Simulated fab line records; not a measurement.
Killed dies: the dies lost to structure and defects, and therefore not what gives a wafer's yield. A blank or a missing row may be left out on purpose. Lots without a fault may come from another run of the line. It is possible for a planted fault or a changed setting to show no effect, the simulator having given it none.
fab line records	flow nand-harc	part 1 of 2: steps 1 to 23 of 33
record lots=5	wafers=15	last-day=34
route steps=1302 shown P_GATE@148
lots that met no fault: from a run of the same line without faults
start-h: start of the lot's first displayed wafer, in hours after the record's first day	wait-h: time in hours since the lot's previous step	" identical to the entry in the row above	L1.1+2: a single row standing in for several wafers	- no value, or no start was given	* or withheld: withheld	< > ~ a bound
route shown NAME@n: a module of which the file shows steps, and the number in the route of the first	usual: mean/standard deviation of fault-free wafers	same: alike in all rows	chamber/n: place in a boat	sites: per-site readings	_std_site: their standard deviation	_edge_site: the outer-site mean with the inner-site mean subtracted	radius-mm: for every site, how far away it sits from the centre of the wafer	mask NAME#n: copy n	behind: the tool/chamber that last shaped the wafer	hold: cause of the lot's hold/its duration in hours/its outcome	device: whichever transistor did not switch (one of n, p or np)	end of line: the route-end tests of the same wafers	step lacking rows: just its recipe	killed: at the first sort, the dies lost to defects and structure; wafer yield is something else	map: per-die view of a wafer (x killed, . not killed, _ where there is no die)
set.NAME: the setting as run; set.NAME@STEP: as run at that earlier step	model.NAME: the simulator's own value behind a step, which no gauge read
certain route steps with their lots: each step a table, each wafer a row
services: from which hour (start-h, from the record's first day; less than 0 if before it) a tool's chamber was out of use, for how many hours, and why
## steps
# step NHARC_P_GATE_ETCH_114
# recipe target-depth-a=300	overetch-a=30	time-s=16.5	ion-energy-ev=100	cf4-flow-sccm=80	o2-flow-sccm=20	ar-flow-sccm=0	rf-w=300	bias-w=100	chemistry=CF4/O2
# usual cf4-flow-sccm=80.04/0.24	drypump-motor-current-A=5.9/0.48	oes-product-au=1.001/0.0084	rf-vpp-V=198.7/1.3	showerhead-plenum-p-Torr=1.38/0.05	throttle-valve-pct=13.397/0.0087
lot.wafer	tool	chamber	start-h	wait-h	cf4-flow-sccm	drypump-motor-current-A	oes-product-au	rf-hours-counter-h	rf-vpp-V	showerhead-plenum-p-Torr	throttle-valve-pct
L075.3	rie-diel-07	2	-	-	80.12	5.6	0.985	7.8	199.0	1.40	13.390
L075.6	"	0	"	"	79.86	5.2	0.994	-	200.3	1.42	13.383
L075.5	"	1	"	"	80.17	6.5	0.997	-	197.1	1.28	13.405
L085.1	rie-diel-07	3	-	-	80.19	5.8	1.000	3.7	199.9	1.43	13.401
L085.2	"	2	"	"	80.09	5.6	0.993	3.0	198.4	1.40	13.406
L085.5	"	3	"	"	79.88	5.8	1.002	-	199.0	1.43	13.402
L091.1	rie-diel-07	0	-	-	80.01	5.2	1.012	7.0	200.1	1.42	13.392
L091.6	"	3	"	"	79.96	5.7	1.004	-	200.2	1.43	13.401
L091.5	"	0	"	"	79.90	5.2	0.992	-	199.6	1.42	13.397
L092.1	rie-diel-01	2	-	-	80.36	4.9	0.993	4.4	198.2	1.32	13.392
L092.2	"	1	"	"	80.14	6.0	1.007	4.0	199.1	1.38	13.391
L092.5	"	2	"	"	80.20	4.9	1.001	-	196.2	1.32	13.409
L097.1	rie-diel-05	0	-	-	79.91	5.8	1.021	5.6	197.4	1.36	13.402
L097.4	"	2	"	"	80.12	6.6	1.017	5.0	199.5	1.34	13.416
L097.5	"	3	"	"	80.33	6.0	1.004	-	199.2	1.42	13.397
# step NHARC_P_GATE_ETCH_32
# recipe target-depth-a=1500	over-etch-frac=1	over-etch-ion-energy-ev=40	time-s=100.1	hbr-flow-sccm=150	cl2-flow-sccm=50	rf-w=400	icp-w=400	bias-w=100	chemistry=HBr/Cl2
# usual drypump-motor-current-A=5.7/0.36	hbr-flow-sccm=150.0/0.49	oes-product-au=0.999/0.0065	throttle-valve-pct=26.406/0.0095
lot.wafer	tool	chamber	start-h	wait-h	drypump-motor-current-A	hbr-flow-sccm	oes-product-au	rf-hours-counter-h	throttle-valve-pct
L075.3	rie-si-03	0	113.43	-	5.2	149.6	1.003	0.4	26.412
L075.5	"	0	"	"	5.3	150.0	1.006	-	26.402
L075.6	"	1	"	"	5.8	150.6	0.996	-	26.418
L085.2	rie-si-04	3	207.66	-	5.9	149.3	0.996	0.1	26.413
L085.1	"	1	"	"	6.0	150.5	1.000	0.2	26.403
L085.5	"	3	"	"	5.9	149.6	0.987	-	26.404
L091.1	rie-si-04	1	261.83	-	6.0	150.1	0.991	0.5	26.415
L091.5	"	3	"	"	5.9	150.3	0.998	-	26.399
L091.6	"	0	"	"	5.6	149.4	0.991	-	26.405
L092.2	rie-si-04	3	274.71	-	5.9	150.3	1.000	0.7	26.404
L092.1	"	0	"	"	5.6	149.9	1.004	0.6	26.387
L092.5	"	3	"	"	5.9	150.0	0.998	-	26.402
L097.4	rie-si-06	3	322.00	-	5.5	149.3	1.011	0.3	26.417
L097.1	"	1	"	"	6.0	150.1	1.010	0.4	26.400
L097.5	"	3	"	"	5.5	149.8	1.006	-	26.407
# step NHARC_P_GATE_STRIP_108
# recipe o2-flow-sccm=500	ar-flow-sccm=0	bias-w=0	chemistry=O2
# usual drypump-motor-current-A=6.0/0.5	oes-product-au=1.001/0.0071	rf-vpp-V=58.0/0.94	showerhead-plenum-p-Torr=3.62/0.12	throttle-valve-pct=17.036/0.0092
lot.wafer	tool	chamber	start-h	wait-h	drypump-motor-current-A	oes-product-au	rf-hours-counter-h	rf-vpp-V	showerhead-plenum-p-Torr	throttle-valve-pct
L075.3	rie-diel-07	3	113.62	-	5.8	1.002	6.2	57.5	3.77	17.024
L075.6	"	1	"	"	6.6	1.004	-	58.8	3.39	17.024
L075.5	"	2	"	"	5.6	0.994	-	57.7	3.70	17.025
L085.2	rie-diel-05	1	207.85	-	6.5	0.995	9.6	57.5	3.59	17.039
L085.1	"	2	"	"	6.6	1.010	8.7	57.6	3.54	17.019
L085.5	"	3	"	"	6.0	1.004	-	57.6	3.75	17.038
L091.1	rie-diel-01	2	262.01	-	4.9	1.002	4.2	57.1	3.50	17.038
L091.5	"	3	"	"	5.7	0.992	-	57.5	3.49	17.029
L091.6	"	0	"	"	6.2	0.998	-	57.2	3.77	17.047
L092.2	rie-diel-05	3	274.89	-	6.0	1.010	3.6	59.2	3.75	17.025
L092.1	"	1	"	"	6.5	0.992	3.4	58.3	3.58	17.043
L092.5	"	2	"	"	6.6	1.010	-	57.0	3.54	17.034
L097.4	rie-diel-01	2	322.18	-	4.9	1.013	6.6	57.4	3.50	17.031
L097.1	"	0	"	"	6.2	1.008	5.3	58.0	3.77	17.043
L097.5	"	1	"	"	6.0	1.000	-	58.5	3.65	17.025
# step NHARC_P_GATE_CD_MEAS_33
# usual cd-nm=120.2/1.6
lot.wafer	tool	chamber	start-h	wait-h	cd-nm
L075.3	cd-sem-02	-	113.77	-	120.0
L075.5	"	-	"	"	117.9
L075.6	"	-	"	"	117.0
L085.1	cd-sem-01	-	207.99	-	119.6
L085.2	"	-	"	"	119.9
L085.5	"	-	"	"	121.2
L091.1	cd-sem-02	-	262.14	-	119.0
L091.5	"	-	"	"	119.1
L091.6	"	-	"	"	117.6
L092.1	cd-sem-01	-	275.05	-	119.0
L092.2	"	-	"	"	120.3
L092.5	"	-	"	"	117.0
L097.1	cd-sem-01	-	322.33	-	123.0
L097.4	"	-	"	"	123.3
L097.5	"	-	"	"	122.3
# step NHARC_P_GATE_STRIP_35
# recipe time-s=600	temp-c=130	chemistry=SPM
lot.wafer	tool	chamber	start-h	wait-h
L075.5+6+3	wet-bench-07	3,4,5	113.87	0.1
L085.1+2+5	wet-bench-02	6,7,0	208.08	0.1
L091.5+1+6	wet-bench-07	1,3,5	262.23	0.1
L092.5+1+2	wet-bench-05	0,2,3	275.15	0.1
L097.5+1+4	wet-bench-05	1,5,6	322.42	0.1
# step NHARC_P_GATE_PRECLEAN_73
# recipe time-s=*	temp-c=50	bath-age-min=0	chemistry=SC1
lot.wafer	tool	chamber	start-h	wait-h
L075.5+6+3	wet-bench-07	3,4,5	-	-
L085.1+2+5	wet-bench-02	6,7,0	-	-
L091.5+1+6	wet-bench-07	1,3,5	-	-
L092.5+1+2	wet-bench-05	0,2,3	-	-
L097.5+1+4	wet-bench-05	1,5,6	-	-
# step NHARC_P_GATE_SRD_74
lot.wafer	tool	chamber	start-h	wait-h
L075.5+6+3	wet-bench-07	3,4,5	-	-
L085.1+2+5	wet-bench-02	6,7,0	-	-
L091.5+1+6	wet-bench-07	1,3,5	-	-
L092.5+1+2	wet-bench-05	0,2,3	-	-
L097.5+1+4	wet-bench-05	1,5,6	-	-
# step NHARC_P_GATE_ALD_36
# recipe target-thk-a=200	pulse-time-s=60	ald-cycles=223	temp-c=400	material=SiNx
# usual heater-power-w=841/85	precursor-pulse-height-rel=1.003/0.021	susceptor-temp-C=400.03/0.2
lot.wafer	tool	chamber	start-h	wait-h	heater-power-w	precursor-pulse-height-rel	susceptor-temp-C
L075.3	ald-sin-04	1	117.35	-	900	0.994	399.83
L075.5	"	2	118.39	-	833	0.999	400.23
L075.6	"	3	119.43	-	904	0.996	400.04
L085.2	ald-sin-01	3	209.52	-	934	1.007	400.09
L085.1	"	1	211.67	-	791	0.982	400.14
L085.5	"	3	213.82	-	930	1.058	399.96
L091.1	ald-sin-01	0	265.82	-	732	0.972	400.19
L091.5	"	1	266.88	-	825	1.007	400.19
L091.6	"	2	267.95	-	890	1.002	399.67
L092.2	ald-sin-03	3	277.62	-	876	1.008	399.91
L092.1	"	0	278.68	-	585	0.986	400.24
L092.5	"	1	279.73	-	890	1.004	399.92
L097.1	ald-sin-01	3	323.85	-	909	0.989	399.94
L097.4	"	1	325.98	-	800	1.035	399.69
L097.5	"	3	328.10	-	945	0.998	400.18
# step NHARC_P_GATE_ETCHBACK_37
# recipe target-depth-a=345	time-s=17.2	chf3-flow-sccm=50	o2-flow-sccm=10	ar-flow-sccm=200	rf-w=500	bias-w=200	chemistry=CHF3/O2
# usual drypump-motor-current-A=5.8/0.53	oes-product-au=0.95/0.034	rf-vpp-V=372.1/2.2	showerhead-plenum-p-Torr=2.47/0.089	throttle-valve-pct=20.574/0.0092
lot.wafer	tool	chamber	start-h	wait-h	drypump-motor-current-A	oes-product-au	rf-hours-counter-h	rf-vpp-V	showerhead-plenum-p-Torr	throttle-valve-pct
L075.3	rie-diel-01	1	-	-	6.0	0.92	6.3	372.1	2.49	20.576
L075.5	"	0	"	"	6.2	0.92	-	373.6	2.58	20.565
L075.6	"	1	"	"	6.0	0.93	-	373.0	2.49	20.590
L085.2	rie-diel-01	3	-	-	5.7	1.01	0.9	368.7	2.38	20.561
L085.1	"	0	"	"	6.1	1.00	0.5	375.6	2.57	20.584
L085.5	"	3	"	"	5.7	1.00	-	369.6	2.38	20.563
L091.1	rie-diel-01	2	-	-	4.9	0.93	4.3	368.8	2.38	20.568
L091.6	"	1	"	"	6.0	0.92	-	373.9	2.48	20.590
L091.5	"	2	"	"	4.9	0.93	-	370.7	2.38	20.576
L092.2	rie-diel-07	1	-	-	6.6	0.91	7.8	368.9	2.30	20.557
L092.1	"	2	"	"	5.6	0.91	6.6	371.2	2.52	20.585
L092.5	"	1	"	"	6.6	0.92	-	367.3	2.30	20.573
L097.1	rie-diel-07	2	-	-	5.6	0.91	0.9	372.3	2.52	20.573
L097.5	"	3	"	"	5.8	0.92	-	374.2	2.57	20.573
L097.4	"	2	"	"	5.6	0.93	-	373.5	2.52	20.575
# step NHARC_P_GATE_STRIP_101
# recipe time-s=20	o2-flow-sccm=500	ar-flow-sccm=0	bias-w=0	chemistry=O2
# usual drypump-motor-current-A=5.8/0.5	oes-product-au=1.001/0.0076	rf-vpp-V=58.1/0.81	showerhead-plenum-p-Torr=3.63/0.13	throttle-valve-pct=17.036/0.0095
lot.wafer	tool	chamber	start-h	wait-h	drypump-motor-current-A	oes-product-au	rf-hours-counter-h	rf-vpp-V	showerhead-plenum-p-Torr	throttle-valve-pct
L075.3	rie-diel-01	0	123.75	0.1	6.2	0.994	6.0	57.3	3.78	17.028
L075.6	"	3	"	"	5.7	1.003	-	59.0	3.50	17.042
L075.5	"	0	"	"	6.2	0.991	-	58.6	3.78	17.025
L085.1	rie-diel-01	1	218.16	0.1	6.0	1.011	0.5	59.7	3.65	17.025
L085.2	"	0	"	"	6.2	0.994	0.5	58.5	3.77	17.040
L085.5	"	1	"	"	5.9	1.001	-	57.3	3.65	17.041
L091.1	rie-diel-01	1	272.29	0.1	6.0	0.998	4.0	58.8	3.65	17.032
L091.6	"	3	"	"	5.8	1.002	-	57.2	3.49	17.059
L091.5	"	0	"	"	6.2	1.008	-	58.4	3.77	17.031
L092.1	rie-diel-07	3	285.11	0.1	5.8	1.007	7.6	58.3	3.76	17.041
L092.2	"	0	"	"	5.2	0.999	8.4	58.6	3.75	17.036
L092.5	"	3	"	"	5.8	0.999	-	59.2	3.76	17.037
L097.1	rie-diel-07	0	332.46	0.1	5.2	0.997	0.9	58.4	3.75	17.029
L097.4	"	2	"	"	5.6	1.009	-	57.1	3.70	17.046
L097.5	"	3	"	"	5.7	0.996	-	56.6	3.76	17.042
# step NHARC_P_GATE_PRECLEAN_97
# recipe time-s=600	temp-c=120	chemistry=SPM
lot.wafer	tool	chamber	start-h	wait-h
L075.3+5+6	wet-bench-05	1,5,6	123.84	-
L085.5+1+2	wet-bench-07	7,2,3	218.26	-
L091.6+1+5	wet-bench-05	5,0,1	272.38	-
L092.2+1+5	wet-bench-07	3,7,0	285.20	-
L097.4+5+1	wet-bench-07	5,7,1	332.55	-
# step NHARC_P_GATE_SRD_98
lot.wafer	tool	chamber	start-h	wait-h
L075.3+5+6	wet-bench-05	1,5,6	-	-
L085.5+1+2	wet-bench-07	7,2,3	-	-
L091.6+1+5	wet-bench-05	5,0,1	-	-
L092.2+1+5	wet-bench-07	3,7,0	-	-
L097.4+5+1	wet-bench-07	5,7,1	-	-
# step NHARC_P_GATE_PRECLEAN_99
# recipe time-s=*	temp-c=50	bath-age-min=0	chemistry=SC1
lot.wafer	tool	chamber	start-h	wait-h
L075.3+5+6	wet-bench-05	1,5,6	-	-
L085.5+1+2	wet-bench-07	7,2,3	-	-
L091.6+1+5	wet-bench-05	5,0,1	-	-
L092.2+1+5	wet-bench-07	3,7,0	-	-
L097.4+5+1	wet-bench-07	5,7,1	-	-
# step NHARC_P_GATE_SRD_100
lot.wafer	tool	chamber	start-h	wait-h
L075.3+5+6	wet-bench-05	1,5,6	-	-
L085.5+1+2	wet-bench-07	7,2,3	-	-
L091.6+1+5	wet-bench-05	5,0,1	-	-
L092.2+1+5	wet-bench-07	3,7,0	-	-
L097.4+5+1	wet-bench-07	5,7,1	-	-
# step NHARC_P_GATE_DEHYDRATE_38
# recipe temp-c=150	time-s=120
# usual exhaust-pa=44.9/0.94	resist-line-temp-C=22.98/0.1
lot.wafer	tool	chamber	start-h	wait-h	exhaust-pa	resist-line-temp-C
L075.3	litho-track-03	0	124.24	-	44.4	22.92
L075.5	"	0	"	"	45.2	22.99
L075.6	"	0	"	"	44.4	23.05
L085.1	litho-track-07	0	218.66	-	45.0	22.92
L085.2	"	0	"	"	44.6	22.93
L085.5	"	0	"	"	44.0	22.94
L091.1	litho-track-07	0	272.78	-	45.0	23.13
L091.5	"	0	"	"	45.3	23.17
L091.6	"	0	"	"	45.8	22.96
L092.1	litho-track-07	0	285.60	-	44.3	22.84
L092.2	"	0	"	"	44.3	23.06
L092.5	"	0	"	"	45.3	22.85
L097.1	litho-track-05	0	332.95	-	44.6	23.11
L097.4	"	0	"	"	42.2	22.96
L097.5	"	0	"	"	44.2	23.07
# step NHARC_P_GATE_HMDS_39
# recipe time-s=30
# usual exhaust-pa=45.1/0.8	resist-line-temp-C=22.96/0.1
lot.wafer	tool	chamber	start-h	wait-h	exhaust-pa	resist-line-temp-C
L075.3	litho-track-03	0	-	-	45.4	22.89
L075.5	"	0	"	"	44.1	22.98
L075.6	"	0	"	"	45.4	22.91
L085.1	litho-track-07	0	-	-	46.2	23.19
L085.2	"	0	"	"	44.7	23.11
L085.5	"	0	"	"	44.2	23.16
L091.1	litho-track-07	0	-	-	44.1	22.96
L091.5	"	0	"	"	45.2	23.08
L091.6	"	0	"	"	44.8	22.93
L092.1	litho-track-07	0	-	-	45.1	22.98
L092.2	"	0	"	"	44.7	23.21
L092.5	"	0	"	"	45.0	23.21
L097.1	litho-track-05	0	-	-	45.3	22.85
L097.4	"	0	"	"	45.2	23.00
L097.5	"	0	"	"	45.7	22.97
# step NHARC_P_GATE_COAT_40
# recipe spin-rpm=3000
# usual exhaust-pa=45.1/0.88	resist-line-temp-C=23.02/0.095
lot.wafer	tool	chamber	start-h	wait-h	exhaust-pa	resist-line-temp-C
L075.3	litho-track-03	0	-	-	46.3	23.10
L075.5	"	0	"	"	45.2	22.94
L075.6	"	0	"	"	46.8	22.96
L085.1	litho-track-07	0	-	-	44.1	23.06
L085.2	"	0	"	"	45.2	22.89
L085.5	"	0	"	"	45.3	23.08
L091.1	litho-track-07	0	-	-	45.2	23.11
L091.5	"	0	"	"	46.0	23.19
L091.6	"	0	"	"	45.5	23.09
L092.1	litho-track-07	0	-	-	43.7	22.94
L092.2	"	0	"	"	44.7	23.01
L092.5	"	0	"	"	44.5	23.07
L097.1	litho-track-05	0	-	-	44.5	22.98
L097.4	"	0	"	"	45.4	23.09
L097.5	"	0	"	"	45.4	22.95
# step NHARC_P_GATE_SOFTBAKE_41
# recipe temp-c=122	time-s=95
# usual exhaust-pa=45.2/0.94	resist-line-temp-C=23.01/0.12
lot.wafer	tool	chamber	start-h	wait-h	exhaust-pa	resist-line-temp-C
L075.3	litho-track-03	0	-	-	47.6	22.98
L075.5	"	0	"	"	47.5	23.00
L075.6	"	0	"	"	46.6	22.99
L085.1	litho-track-07	0	-	-	45.3	22.93
L085.2	"	0	"	"	45.2	22.96
L085.5	"	0	"	"	44.1	22.95
L091.1	litho-track-07	0	-	-	44.9	22.90
L091.5	"	0	"	"	44.0	22.98
L091.6	"	0	"	"	43.5	23.07
L092.1	litho-track-07	0	-	-	46.5	23.12
L092.2	"	0	"	"	44.1	22.96
L092.5	"	0	"	"	45.0	22.98
L097.1	litho-track-05	0	-	-	44.4	23.22
L097.4	"	0	"	"	44.0	23.06
L097.5	"	0	"	"	44.4	22.96
# step NHARC_P_GATE_EBR_42
# usual exhaust-pa=45.2/0.9	resist-line-temp-C=23.01/0.11
lot.wafer	tool	chamber	start-h	wait-h	exhaust-pa	resist-line-temp-C
L075.3	litho-track-03	0	-	-	45.3	22.92
L075.5	"	0	"	"	44.8	22.75
L075.6	"	0	"	"	45.0	22.90
L085.1	litho-track-07	0	-	-	46.3	23.05
L085.2	"	0	"	"	45.3	23.05
L085.5	"	0	"	"	44.4	23.16
L091.1	litho-track-07	0	-	-	44.2	22.98
L091.5	"	0	"	"	44.7	23.14
L091.6	"	0	"	"	44.8	23.09
L092.1	litho-track-07	0	-	-	45.5	23.04
L092.2	"	0	"	"	46.1	23.11
L092.5	"	0	"	"	44.8	23.10
L097.1	litho-track-05	0	-	-	44.1	22.90
L097.4	"	0	"	"	44.3	23.02
L097.5	"	0	"	"	45.1	22.96
# step NHARC_P_GATE_EXPOSE_43
# recipe na=0.6	target-cd-nm=720	dose-mj=14.81	mask-id=P_NSD
lot.wafer	tool	chamber	start-h	wait-h	mask
L075.3+5+6	krf-scanner-02	0	124.40	-	P_NSD#0
L085.1+2+5	krf-scanner-04	0	218.92	-	P_NSD#0
L091.1+5+6	krf-scanner-03	0	272.92	-	P_NSD#0
L092.1+2+5	krf-scanner-02	0	285.88	-	P_NSD#0
L097.1+4+5	krf-scanner-03	0	333.22	-	P_NSD#0
# step NHARC_P_GATE_PEB_44
# recipe peb-temp-c=118	peb-time-s=85
# usual exhaust-pa=44.9/0.82	resist-line-temp-C=23.00/0.11
lot.wafer	tool	chamber	start-h	wait-h	exhaust-pa	resist-line-temp-C
L075.3	litho-track-07	0	124.45	0.1	43.2	23.00
L075.5	"	0	"	"	44.5	23.21
L075.6	"	0	"	"	43.4	23.21
L085.1	litho-track-03	0	218.99	0.1	44.8	22.89
L085.2	"	0	"	"	45.0	22.90
L085.5	"	0	"	"	45.7	22.97
L091.1	litho-track-07	0	272.99	0.1	44.8	23.08
L091.5	"	0	"	"	43.3	22.97
L091.6	"	0	"	"	46.0	22.99
L092.1	litho-track-07	0	285.95	0.1	44.8	23.12
L092.2	"	0	"	"	44.9	23.20
L092.5	"	0	"	"	46.4	23.03
L097.1	litho-track-03	0	333.29	0.1	45.5	22.90
L097.4	"	0	"	"	44.7	22.91
L097.5	"	0	"	"	44.9	22.89
# step NHARC_P_GATE_DEVELOP_45
# recipe time-s=70
# usual exhaust-pa=44.9/0.9	resist-line-temp-C=22.99/0.1
lot.wafer	tool	chamber	start-h	wait-h	exhaust-pa	resist-line-temp-C
L075.3	litho-track-07	0	-	-	44.2	23.01
L075.5	"	0	"	"	44.3	22.97
L075.6	"	0	"	"	45.2	22.91
L085.1	litho-track-03	0	-	-	45.2	23.15
L085.2	"	0	"	"	44.5	23.05
L085.5	"	0	"	"	46.7	23.19
L091.1	litho-track-07	0	-	-	45.1	23.13
L091.5	"	0	"	"	43.7	23.08
L091.6	"	0	"	"	44.6	23.15
L092.1	litho-track-07	0	-	-	45.8	22.96
L092.2	"	0	"	"	44.3	23.00
L092.5	"	0	"	"	44.7	22.91
L097.1	litho-track-03	0	-	-	44.2	22.86
L097.4	"	0	"	"	45.5	22.99
L097.5	"	0	"	"	44.9	22.94
# step NHARC_P_GATE_CD_MEAS_46
# recipe target-cd-nm=720	landing-energy-ev=500
# usual cd-nm=720.3/1.2
lot.wafer	tool	chamber	start-h	wait-h	cd-nm
L075.3	cd-sem-02	0	124.55	-	721.3
L075.5	"	0	"	"	721.8
L075.6	"	0	"	"	724.6
L085.1	cd-sem-02	0	219.08	-	718.8
L085.2	"	0	"	"	721.0
L085.5	"	0	"	"	720.5
L091.1	cd-sem-02	0	273.08	-	722.0
L091.5	"	0	"	"	720.3
L091.6	"	0	"	"	721.3
L092.1	cd-sem-01	0	286.04	-	719.2
L092.2	"	0	"	"	719.7
L092.5	"	0	"	"	720.5
L097.1	cd-sem-02	0	333.38	-	720.4
L097.4	"	0	"	"	720.9
L097.5	"	0	"	"	721.7
